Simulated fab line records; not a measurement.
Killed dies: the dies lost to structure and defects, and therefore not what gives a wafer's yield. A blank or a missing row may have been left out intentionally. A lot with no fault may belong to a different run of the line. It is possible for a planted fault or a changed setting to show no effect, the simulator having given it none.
Chamber matching || flow n5-finfet || N5_FIN_SAQP_PECVD_47 on pecvd-04: 3 sister chambers
The step deposits a-Si from SiH4/He, target thk 45 nm, time 36.3 s. 16 wafers are shown with their chamber, then 8 later ones without.

WAFERS PAIRED WITH THEIR CHAMBERS
{"wafer": "L075.2", "chamber": 2, "throttle-valve-pct (%)": 18.8, "heater-power-w (W)": 824, "heater-power-outer-w (W)": 536}
{"wafer": "L075.5", "chamber": 1, "throttle-valve-pct (%)": 17.7, "heater-power-w (W)": 762, "heater-power-outer-w (W)": 501}
{"wafer": "L075.6", "chamber": 0, "throttle-valve-pct (%)": 17.9, "heater-power-w (W)": 1013, "heater-power-outer-w (W)": 650}
{"wafer": "L078.1", "chamber": 0, "throttle-valve-pct (%)": 18.0, "heater-power-w (W)": 902, "heater-power-outer-w (W)": 576}
{"wafer": "L078.2", "chamber": 1, "throttle-valve-pct (%)": 17.7, "heater-power-w (W)": 734, "heater-power-outer-w (W)": 502}
{"wafer": "L078.5", "chamber": 2, "throttle-valve-pct (%)": 18.8, "heater-power-w (W)": 786, "heater-power-outer-w (W)": 480}
{"wafer": "L083.2", "chamber": 2, "throttle-valve-pct (%)": 18.5, "heater-power-w (W)": 761, "heater-power-outer-w (W)": 444}
{"wafer": "L083.5", "chamber": 0, "throttle-valve-pct (%)": 18.3, "heater-power-w (W)": 969, "heater-power-outer-w (W)": 640}
{"wafer": "L083.6", "chamber": 1, "throttle-valve-pct (%)": 17.7, "heater-power-w (W)": 791, "heater-power-outer-w (W)": 551}
{"wafer": "L085.1", "chamber": 0, "throttle-valve-pct (%)": 18.1, "heater-power-w (W)": 1005, "heater-power-outer-w (W)": 666}
{"wafer": "L085.4", "chamber": 1, "throttle-valve-pct (%)": 17.8, "heater-power-w (W)": 795, "heater-power-outer-w (W)": 545}
{"wafer": "L085.6", "chamber": 0, "throttle-valve-pct (%)": 18.3, "heater-power-w (W)": 976, "heater-power-outer-w (W)": 660}
{"wafer": "L088.1", "chamber": 2, "throttle-valve-pct (%)": 18.3, "heater-power-w (W)": 879, "heater-power-outer-w (W)": 554}
{"wafer": "L088.3", "chamber": 2, "throttle-valve-pct (%)": 18.8, "heater-power-w (W)": 883, "heater-power-outer-w (W)": 556}
{"wafer": "L088.4", "chamber": 0, "throttle-valve-pct (%)": 18.3, "heater-power-w (W)": 865, "heater-power-outer-w (W)": 567}
{"wafer": "L089.1", "chamber": 2, "throttle-valve-pct (%)": 18.5, "heater-power-w (W)": 814, "heater-power-outer-w (W)": 503}

SIGNATURES, as means of the wafers listed above
{"reading": "throttle-valve-pct", "chamber 0": 18.150, "chamber 1": 17.725, "chamber 2": 18.617, "scatter within a chamber": 0.173}
{"reading": "heater-power-w", "chamber 0": 955.00, "chamber 1": 770.50, "chamber 2": 824.50, "scatter within a chamber": 49.5}
{"reading": "heater-power-outer-w", "chamber 0": 626.50, "chamber 1": 524.75, "chamber 2": 512.17, "scatter within a chamber": 40.8}
Rule: for each reading, subtract the chamber's mean from the wafer's reading, divide by that reading's scatter and square the result; add these up over the readings and take the root, which gives the wafer's distance from the chamber. The wafer belongs to the nearest chamber; if the next one is less than 2 further off, it can't be placed. The scatter: the root of (the sum of the squares of (reading less its chamber's mean) over the shown wafers, divided by (wafers less chambers)).

WAFERS MISSING THEIR CHAMBER
{"wafer": "L089.4", "throttle-valve-pct (%)": 18.3, "heater-power-w (W)": 1026, "heater-power-outer-w (W)": 659}
{"wafer": "L089.5", "throttle-valve-pct (%)": 18.0, "heater-power-w (W)": 706, "heater-power-outer-w (W)": 476}
{"wafer": "L094.2", "throttle-valve-pct (%)": 18.2, "heater-power-w (W)": 1023, "heater-power-outer-w (W)": 685}
{"wafer": "L094.3", "throttle-valve-pct (%)": 17.9, "heater-power-w (W)": 795, "heater-power-outer-w (W)": 528}
{"wafer": "L094.5", "throttle-valve-pct (%)": 18.5, "heater-power-w (W)": 1044, "heater-power-outer-w (W)": 693}
{"wafer": "L095.1", "throttle-valve-pct (%)": 18.0, "heater-power-w (W)": 694, "heater-power-outer-w (W)": 462}
{"wafer": "L095.3", "throttle-valve-pct (%)": 18.3, "heater-power-w (W)": 999, "heater-power-outer-w (W)": 661}
{"wafer": "L095.4", "throttle-valve-pct (%)": 18.2, "heater-power-w (W)": 1001, "heater-power-outer-w (W)": 664}

EACH ONE'S CHAMBER
{"wafer": "L089.4", "from the rows above": 0, "in truth": 0}
{"wafer": "L089.5", "from the rows above": 1, "in truth": 1}
{"wafer": "L094.2", "from the rows above": 0, "in truth": 0}
{"wafer": "L094.3", "from the rows above": 1, "in truth": 1}
{"wafer": "L094.5", "from the rows above": 0, "in truth": 0}
{"wafer": "L095.1", "from the rows above": "can't be placed: 1 or 2", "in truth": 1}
{"wafer": "L095.3", "from the rows above": 0, "in truth": 0}
{"wafer": "L095.4", "from the rows above": 0, "in truth": 0}
Correct placement for 7 of the 8. Cannot be placed on the basis of these rows: 1; the candidates contain the true chamber in 1. Wrongly placed: 0.
